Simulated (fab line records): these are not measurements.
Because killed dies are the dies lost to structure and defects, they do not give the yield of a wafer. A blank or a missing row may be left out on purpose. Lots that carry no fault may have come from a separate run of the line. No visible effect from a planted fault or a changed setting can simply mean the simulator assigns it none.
Matching of chambers -- flow n5 finfet -- N5_HKMG_FIN_HK_ALD_01 on ald hk-03: 4 sister chambers
The step deposits HfO2, target thk 1.6 nm, pulse time 3 s, purge time 3 s. 4 wafers are shown with their chamber, then 7 later ones without.

WAFERS WITH THEIR CHAMBER
wafer,chamber,precursor pulse height rel
L078.6,1,1.012
L090.4,2,0.979
L093.2,3,1.023
L093.4,0,1.040

WAFERS WITH NO CHAMBER GIVEN
wafer,precursor pulse height rel
L093.5,0.973
L094.3,1.008
L094.4,0.988
L094.5,1.024
L097.2,0.980
L097.3,0.991
L097.5,0.995

CHAMBER TAKEN BY EACH
wafer,from the rows above,in truth
L093.5,2,2
L094.3,can't be placed: 1 or 3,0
L094.4,can't be placed: 2 or 1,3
L094.5,can't be placed: 3 or 1 or 0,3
L097.2,2,2
L097.3,can't be placed: 2 or 1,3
L097.5,can't be placed: 2 or 1 or 3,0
Correct placement for 2 of the 7. Not placeable from these rows: 5 (in 1, the candidates include the true chamber). Wrongly placed: 0.
How it was worked out, from the rows above alone: a wafer's distance from a chamber is the root of the sum, over the readings, of the square of ((its reading less the chamber's mean) divided by the reading's scatter). If the next closest chamber is less than 2 further off than the closest, the wafer can't be placed; otherwise it belongs to the closest. The mean given for a chamber averages the wafers shown for that chamber. The scatter (one wafer shown for each chamber): square how far every hidden wafer sits from the nearest shown wafer, average those squares and take the square root.
